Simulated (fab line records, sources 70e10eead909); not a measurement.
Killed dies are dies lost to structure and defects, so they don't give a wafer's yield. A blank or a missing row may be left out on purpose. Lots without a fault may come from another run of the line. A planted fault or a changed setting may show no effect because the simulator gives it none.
fab line records | flow nand_harc
record lots=12 wafers=36 last_day=24
route steps=1159 shown A_STAIRCASE@563 END@1159
lots that met no fault: from a run of the same line without faults
start_h: hours from the record's first day to the start of the lot's first wafer shown | wait_h: hours since the lot's step before | " the same as in the row above | L1.1+2: a row that stands for several wafers | - no value, or no start given | * or withheld: withheld | < > ~ a bound
route shown NAME@n: a module of which the file shows steps, and the number in the route of the first | usual: mean/standard deviation of fault-free wafers | same: alike in all rows | chamber/n: place in a boat | sites: the reading at each site | _std_site: their standard deviation | _edge_site: outer sites' mean less inner sites' | radius_mm: how far each site lies from the wafer's centre | mask NAME#n: copy n | behind: the tool/chamber that last shaped the wafer | hold: why the lot was held/for how many hours/how that ended | device: the transistor (n, p or np) that didn't switch | end of line: the same wafers' tests at the end of the route | a step without rows: its recipe alone | killed: dies lost to structure and defects at the first sort, not the wafer's yield | map: a wafer's dies, x killed, . not, _ none there
set.NAME: the setting as run; set.NAME@STEP: as run at that earlier step | model.NAME: the simulator's own value behind a step, which no gauge read
steps of the route over a sample of lots; a table a step, a row a wafer
services: from which hour (start_h, from the record's first day; less than 0 if before it) a tool's chamber was out of use, for how many hours, and why
## steps
# step NHARC_A_STAIRCASE_TRIM_26
# recipe time_s=211.2 o2_flow_sccm=500 ar_flow_sccm=0 bias_w=0 chemistry=O2
# usual drypump_motor_current_A=5.7/0.38 oes_product_au=1.002/0.01 rf_vpp_V=57.9/0.94 showerhead_plenum_p_Torr=3.49/0.15 throttle_valve_pct=17.037/0.0087
# columns lot.wafer tool chamber start_h wait_h drypump_motor_current_A oes_product_au rf_hours_counter_h rf_vpp_V showerhead_plenum_p_Torr throttle_valve_pct
L817.3 rie_diel-06 2 - - 5.5 0.994 57 55.5 3.28 17.030
L817.1 " 3 " " 6.0 0.990 54 59.3 3.31 17.017
L817.4 " 0 " " 5.1 0.994 51 57.9 3.42 17.044
L821.3 rie_diel-13 0 - - 5.1 1.003 59 56.3 3.38 17.046
L821.1 " 1 " " 5.6 1.002 55 58.8 3.55 17.039
L821.6 " 1 " " 5.6 0.997 - 58.2 3.55 17.057
L820.1 rie_diel-02 0 - - 6.4 1.014 34 57.6 3.32 17.036
L820.4 " 1 " " 5.9 1.001 40 58.4 3.53 17.031
L820.2 " 3 " " 5.9 1.012 37 57.4 3.61 17.044
L822.1 rie_diel-06 3 - - 6.0 0.970 4 57.5 3.30 17.018
L822.3 " 0 " " 5.1 0.999 4 57.2 3.42 17.023
L822.5 " 0 " " 5.1 1.000 - 59.3 3.42 17.019
L823.1 rie_diel-06 0 - - 5.1 1.004 6 58.5 3.42 17.049
L823.4 " 1 " " 6.1 1.007 5 59.3 3.56 17.032
L823.5 " 3 " " 6.0 0.978 - 57.5 3.30 17.035
L830.3 rie_diel-02 3 - - 5.9 1.007 59 57.4 3.60 17.043
L830.2 " 0 " " 6.4 0.999 56 57.6 3.31 17.042
L830.5 " 1 " " 6.0 0.999 - 58.5 3.52 17.050
L829.3 rie_diel-06 0 - - 5.1 0.993 24 58.3 3.41 17.025
L829.1 " 1 " " 6.0 1.003 22 57.7 3.55 17.053
L829.5 " 1 " " 6.0 1.007 - 58.2 3.55 17.033
L832.4 rie_diel-13 1 - - 5.6 1.005 12 58.1 3.54 17.046
L832.5 " 2 " " 5.7 0.989 - 58.3 3.39 17.039
L832.6 " 3 " " 5.8 1.008 - 58.0 3.57 17.029
L833.4 rie_diel-02 3 - - 5.9 1.012 0 57.9 3.60 17.039
L833.2 " 1 " " 5.9 0.987 0 58.0 3.52 17.027
L833.6 " 2 " " 5.4 1.010 - 58.3 3.67 17.027
L834.2 rie_diel-13 1 - - 5.6 1.012 21 57.7 3.54 17.031
L834.1 " 2 " " 5.6 0.993 21 56.4 3.39 17.046
L834.6 " 0 " " 5.1 0.999 - 58.3 3.37 17.041
L840.2 rie_diel-06 2 - - 5.5 1.014 38 57.9 3.79 17.040
L840.1 " 3 " " 6.0 0.996 39 58.5 3.29 17.039
L840.5 " 1 " " 6.0 1.009 - 57.8 3.54 17.038
L839.4 rie_diel-06 2 - - 5.5 1.006 38 57.6 3.79 17.033
L839.3 " 3 " " 6.0 0.996 39 56.9 3.29 17.041
L839.5 " 1 " " 6.0 1.013 - 57.7 3.54 17.035
# step NHARC_A_STAIRCASE_STRIP_175
# recipe power_w=1500 temp_c=250 chemistry=O2
# usual drypump_motor_current_A=5.7/0.57 heater_power_w=333/24
# columns lot.wafer tool chamber start_h wait_h drypump_motor_current_A heater_power_w rf_hours_counter_h
L817.1 plasma_asher-02 0 231.08 0.3 5.3 349 11
L817.4 " 1 " " 6.7 321 -
L817.3 " 0 " " 5.3 344 -
L821.1 plasma_asher-01 1 253.97 0.1 5.3 349 49
L821.3 " 1 " " 5.4 359 -
L821.6 " 0 " " 5.5 295 -
L820.2 plasma_asher-02 0 254.05 0.1 5.3 353 19
L820.1 " 1 " " 6.7 316 19
L820.4 " 1 " " 6.7 326 -
L822.1 plasma_asher-02 0 265.46 0.1 5.3 340 23
L822.3 " 0 " " 5.3 341 -
L822.5 " 1 " " 6.7 326 -
L823.1 plasma_asher-01 1 272.74 0.1 5.3 367 56
L823.4 " 0 " " 5.6 299 -
L823.5 " 0 " " 5.5 299 -
L830.2 plasma_asher-02 1 315.34 0.1 6.7 308 39
L830.3 " 0 " " 5.3 344 -
L830.5 " 0 " " 5.3 347 -
L829.1 plasma_asher-02 0 316.21 0.1 5.3 337 39
L829.3 " 1 " " 6.7 332 -
L829.5 " 0 " " 5.3 341 -
L832.4 plasma_asher-01 1 320.42 0.2 5.3 374 -
L832.5 " 1 " " 5.3 368 -
L832.6 " 0 " " 5.5 307 -
L833.2 plasma_asher-02 0 339.22 0.1 5.3 341 47
L833.4 " 1 " " 6.7 323 -
L833.6 " 1 " " 6.7 328 -
L834.2 plasma_asher-02 1 340.54 0.1 6.7 323 48
L834.1 " 0 " " 5.3 350 48
L834.6 " 0 " " 5.3 333 -
L840.2 plasma_asher-01 1 361.27 0.1 5.3 371 22
L840.1 " 0 " " 5.5 299 22
L840.5 " 1 " " 5.3 373 -
L839.3 plasma_asher-01 0 363.61 1.4 5.5 301 -
L839.4 " 1 " " 5.4 373 -
L839.5 " 1 " " 5.3 370 -
# step NHARC_A_STAIRCASE_ETCH_190
# recipe target_depth_a=1000 time_s=40.5 ion_energy_ev=400 c4f8_flow_sccm=20 o2_flow_sccm=10 ar_flow_sccm=withheld rf_w=600 bias_w=1000 chemistry=C4F8/O2
# usual oes_product_au=0.944/0.012 rf_vpp_V=895/5.6 run_length_s=61.7/0.39
# columns lot.wafer tool chamber start_h wait_h oes_product_au rf_hours_counter_h rf_vpp_V run_length_s
L817.4 rie_diel-13 1 233.16 - 0.953 47 896 61.7
L817.1 " 2 " " 0.932 53 891 61.9
L817.3 " 3 " " 0.946 52 898 61.4
L821.1 rie_diel-06 3 255.90 - 0.924 1 889 61.8
L821.3 " 0 " " 0.960 1 891 61.9
L821.6 " 0 " " 0.959 - 892 61.7
L820.4 rie_diel-02 2 256.08 - 0.965 30 902 62.1
L820.1 " 3 " " 0.947 38 900 62.3
L820.2 " 0 " " 0.956 35 889 62.7
L822.1 rie_diel-06 0 267.49 - 0.943 4 890 61.8
L822.3 " 1 " " 0.955 3 897 61.1
L822.5 " 0 " " 0.946 - 892 62.2
L823.4 rie_diel-13 3 274.78 - 0.940 65 898 61.2
L823.1 " 1 " " 0.955 61 896 61.2
L823.5 " 3 " " 0.945 - 897 61.4
L830.3 rie_diel-06 2 317.29 - 0.951 21 904 51.7
L830.2 " 0 " " 0.946 24 892 52.0
L830.5 " 2 " " 0.945 - 906 51.7
L829.1 rie_diel-06 2 318.57 - 0.946 22 906 51.7
L829.3 " 1 " " 0.939 24 895 51.8
L829.5 " 3 " " 0.933 - 886 52.0
L832.4 rie_diel-02 0 322.39 - 0.940 59 887 62.2
L832.6 " 2 " " 0.945 - 901 62.2
L832.5 " 3 " " 0.949 - 900 62.2
L833.2 rie_diel-13 2 341.17 - 0.926 21 892 61.7
L833.4 " 3 " " 0.934 19 898 61.3
L833.6 " 2 " " 0.927 - 891 61.5
L834.2 rie_diel-13 1 342.98 - 0.927 22 895 61.3
L834.1 " 2 " " 0.917 22 892 61.5
L834.6 " 1 " " 0.916 - 897 61.3
L840.2 rie_diel-02 3 363.18 - 0.967 11 898 62.1
L840.1 " 1 " " 0.946 11 894 61.3
L840.5 " 0 " " 0.951 - 888 62.2
L839.3 rie_diel-13 3 365.50 - 0.945 28 898 61.4
L839.4 " 2 " " 0.958 31 890 61.5
L839.5 " 3 " " 0.936 - 897 61.4
# step NHARC_A_STAIRCASE_TRIM_202
# recipe time_s=211.2 o2_flow_sccm=500 ar_flow_sccm=0 bias_w=0 chemistry=O2
# usual drypump_motor_current_A=5.7/0.39 oes_product_au=1.001/0.011 rf_vpp_V=57.7/0.85 showerhead_plenum_p_Torr=3.51/0.15 throttle_valve_pct=17.038/0.0094
# columns lot.wafer tool chamber start_h wait_h drypump_motor_current_A oes_product_au rf_hours_counter_h rf_vpp_V showerhead_plenum_p_Torr throttle_valve_pct
L817.4 rie_diel-06 0 - - 5.2 1.006 52 58.4 3.42 17.056
L817.3 " 1 " " 6.0 1.004 55 58.8 3.57 17.046
L817.1 " 2 " " 5.5 1.001 58 56.3 3.28 17.024
L821.1 rie_diel-06 3 - - 6.0 0.981 1 57.3 3.31 17.017
L821.3 " 0 " " 5.1 1.003 1 58.1 3.42 17.028
L821.6 " 0 " " 5.1 1.005 - 57.2 3.42 17.041
L820.4 rie_diel-02 1 - - 6.0 1.005 41 60.4 3.53 17.029
L820.2 " 2 " " 5.4 1.013 30 59.4 3.69 17.028
L820.1 " 3 " " 5.8 1.005 38 57.4 3.61 17.047
L822.1 rie_diel-02 1 - - 5.9 0.993 44 57.9 3.53 17.025
L822.3 " 2 " " 5.4 1.024 34 57.7 3.69 17.030
L822.5 " 0 " " 6.4 1.007 - 56.7 3.32 17.052
L823.4 rie_diel-02 3 276.19 - 5.9 1.010 45 58.9 3.61 17.034
L823.1 " 0 " " 6.4 1.015 43 57.1 3.32 17.044
L823.5 " 1 " " 5.9 0.996 - 58.0 3.53 17.047
L830.3 rie_diel-06 0 - - 5.1 0.985 25 56.0 3.41 17.033
L830.2 " 2 " " 5.4 1.002 23 57.5 3.80 17.032
L830.5 " 1 " " 6.0 1.015 - 58.0 3.55 17.021
L829.1 rie_diel-06 0 - - 5.1 0.984 26 58.0 3.41 17.037
L829.3 " 3 " " 6.0 0.994 24 56.3 3.29 17.029
L829.5 " 0 " " 5.1 0.978 - 57.1 3.41 17.022
L832.4 rie_diel-13 1 - - 5.6 1.013 14 57.7 3.54 17.058
L832.6 " 1 " " 5.6 1.004 - 58.4 3.54 17.041
L832.5 " 2 " " 5.6 0.991 - 56.8 3.39 17.051
L833.4 rie_diel-06 3 - - 6.0 0.980 33 59.8 3.29 17.029
L833.2 " 0 " " 5.1 0.988 36 57.7 3.40 17.032
L833.6 " 2 " " 5.4 0.984 - 57.3 3.79 17.037
L834.2 rie_diel-06 3 - - 6.0 0.982 34 58.0 3.29 17.040
L834.1 " 1 " " 6.0 1.013 34 58.9 3.55 17.041
L834.6 " 2 " " 5.5 0.989 - 57.9 3.79 17.027
L840.1 rie_diel-02 0 - - 6.4 0.993 12 58.4 3.30 17.036
L840.2 " 1 " " 6.0 0.985 11 57.9 3.51 17.050
L840.5 " 0 " " 6.4 1.000 - 57.1 3.30 17.034
L839.4 rie_diel-13 3 - - 5.7 0.997 29 58.5 3.56 17.036
L839.3 " 0 " " 5.1 0.994 30 56.8 3.36 17.034
L839.5 " 1 " " 5.6 1.020 - 57.3 3.53 17.050
# step NHARC_END_SORT_01
# recipe temp_c=25
# usual killed_at_array=27/11 killed_at_other=0.6/0.89 killed_at_periphery=3.0/2.4 killed_dies=31/12 killed_open=3.2/1.6 killed_short=2.0/1.5
# same gross_dies=677
# columns lot.wafer tool chamber start_h wait_h killed_at_array killed_at_other killed_at_periphery killed_dies killed_open killed_short
L830.2 prober-02 0 507.39 2.8 238 0 3 241 2 2
L830.3 prober-02 0 508.19 3.1 227 0 1 228 3 1
L830.5 prober-02 0 509.81 3.7 202 0 2 204 4 4
L829.1 prober-01 0 524.60 2.5 210 0 3 213 2 2
L829.3 prober-01 0 526.22 3.1 304 0 5 309 2 3
L829.5 prober-01 0 527.84 3.7 216 1 2 219 2 3
# killed by level:class
L830.2 A_STAIRCASE:area_etch=193 A_CHANNEL_HOLE_D1:chamber_film_flake=19 A_SLIT:chamber_film_flake=14 A_CHANNEL_FILL_D1:chamber_film_flake=4 P_STI:chamber_film_flake=2 A_CONTACT:chamber_film_flake=2 A_BLC:chamber_film_flake=2 P_CONTACT:geometric_particle:open=1
L830.3 A_STAIRCASE:area_etch=182 A_SLIT:chamber_film_flake=19 A_CHANNEL_HOLE_D1:chamber_film_flake=16 A_CONTACT:geometric_particle:open=2 A_STAIRCASE:chamber_film_flake=2 A_SOURCE_PLATE:geometric_particle:open=1 A_CHANNEL_FILL_D1:geometric_particle:short=1 P_ZERO_WELL:chamber_film_flake=1
L830.5 A_STAIRCASE:area_etch=164 A_CHANNEL_HOLE_D1:chamber_film_flake=15 A_SLIT:chamber_film_flake=13 A_STAIRCASE:chamber_film_flake=3 P_CONTACT:geometric_particle:short=1 P_M0:geometric_particle:open=1 A_SOURCE_PLATE:geometric_particle:short=1 A_ONON_D1:geometric_particle:open=1
L829.1 A_STAIRCASE:area_etch=187 A_CHANNEL_HOLE_D1:chamber_film_flake=11 A_CONTACT:chamber_film_flake=6 A_CHANNEL_FILL_D1:geometric_particle:short=1 A_WL_FILL:geometric_particle:open=1 A_M1:geometric_particle:open=1 A_M1:geometric_particle:short=1 P_ZERO_WELL:chamber_film_flake=1
L829.3 A_STAIRCASE:area_etch=273 A_CHANNEL_HOLE_D1:chamber_film_flake=13 A_CONTACT:chamber_film_flake=10 P_ZERO_WELL:chamber_film_flake=3 A_WL_FILL:geometric_particle:short=2 A_ONON_D1:geometric_particle:short=1 A_ONON_D1:geometric_particle:open=1 A_BLC:geometric_particle:open=1
L829.5 A_STAIRCASE:area_etch=189 A_CHANNEL_HOLE_D1:chamber_film_flake=14 A_CONTACT:chamber_film_flake=5 A_WL_FILL:geometric_particle:short=2 P_M0:chamber_film_flake=2 A_STAIRCASE:chamber_film_flake=2 A_WL_FILL:geometric_particle:open=1 A_CONTACT:geometric_particle:open=1
## services
# columns tool chamber start_h hours kind
rie_diel-06 0 220.81 - clean
rie_diel-06 1 220.81 - clean
rie_diel-06 2 220.81 - clean
rie_diel-06 3 220.81 - clean
rie_diel-13 1 221.55 8.9 repair
rie_diel-06 3 225.42 3.6 repair
rie_diel-06 - 241.55 9.0 pm
rie_diel-06 0 241.55 9.0 vent_cycle
rie_diel-06 1 241.55 13.4 vent_cycle
rie_diel-06 2 241.55 9.0 vent_cycle
rie_diel-06 3 241.55 9.0 vent_cycle
rie_diel-06 0 250.55 - clean
rie_diel-06 2 250.55 - clean
rie_diel-06 2 250.55 - consumable_replace:showerhead
rie_diel-06 3 250.55 - clean
rie_diel-06 0 275.05 - clean
rie_diel-06 1 275.05 - clean
rie_diel-06 2 275.05 - clean
rie_diel-13 - 276.02 9.0 pm
plasma_asher-01 - 276.74 9.0 pm
rie_diel-02 - 327.89 9.0 pm
plasma_asher-02 - 358.23 0.5 repair
plasma_asher-02 - 361.22 9.0 pm
rie_diel-06 2 362.27 12.3 repair
## key
first_sign step=NHARC_A_STAIRCASE_ETCH_190 reading=run_length_s direction=down sigmas=25 usual=* struck=*
effect step=NHARC_END_SORT_01 reading=killed_at_array direction=up sigmas=19 usual=27 struck=233
more_kills_born_at NHARC_A_STAIRCASE_ETCH_190@rie_diel-06=1188
met_at NHARC_A_STAIRCASE_ETCH_190
struck_lots L829,L830
tester_left_out L829,L830
not_acting_at NHARC_A_STAIRCASE_TRIM_26,NHARC_A_STAIRCASE_STRIP_175,NHARC_A_STAIRCASE_TRIM_202
onset_between 267.49 317.29
fault kind=process_parameter_drift tool=rie_diel-06 chamber=- onset_h=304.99 steps=NHARC_A_STAIRCASE_ETCH_190 channel=time_s offset=* shape=step end_h=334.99 acts_in=* stated=*
# tester_left_out: of these lots the tester's yield and bins aren't shown, on N5 and GAA mostly nor the transistor test; their killed dies are dies lost to structure and defects alone, not to doping, threshold or leakage, so they don't give the yield
